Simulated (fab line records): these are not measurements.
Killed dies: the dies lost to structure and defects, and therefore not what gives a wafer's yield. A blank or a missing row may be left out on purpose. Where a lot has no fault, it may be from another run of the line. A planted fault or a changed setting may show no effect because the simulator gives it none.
Chamber matching -- flow nand harc -- NHARC_A_WL_FILL_STRIP_29 on rie diel-10 has 4 sister chambers
The step strips in O2, time 20 s. 4 wafers are shown with their chamber, then 8 later ones without.

## WAFERS PAIRED WITH THEIR CHAMBERS
wafer,chamber,drypump motor current A (A)
L074.2,2,5.7
L083.3,3,5.9
L083.5,0,5.3
L091.2,1,5.7

## WAFERS WITH NO CHAMBER GIVEN
wafer,drypump motor current A (A)
L091.4,5.3
L091.5,5.3
L092.1,5.3
L092.3,6.0
L092.5,5.3
L097.1,5.7
L097.3,5.3
L097.4,5.7

## WHICH CHAMBER EACH WENT THROUGH
wafer,from the rows above,in truth
L091.4,0,0
L091.5,0,0
L092.1,0,0
L092.3,3,3
L092.5,0,0
L097.1,can't be placed: 1 or 2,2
L097.3,0,0
L097.4,can't be placed: 1 or 2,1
Correctly placed: 6 of 8. Not placeable from these rows: 2 (in 2, the candidates include the true chamber). Placed wrongly: 0.
How it was worked out, from the rows above alone: a wafer's distance from a chamber is the root of the sum, over the readings, of the square of ((its reading less the chamber's mean) divided by the reading's scatter). If the next closest chamber is less than 2 further off than the closest, the wafer can't be placed; otherwise it belongs to the closest. Each chamber's mean is taken over the wafers shown for it. The scatter: with one shown wafer a chamber, the root of the mean of the squares of how far each hidden wafer lies from its nearest shown one.
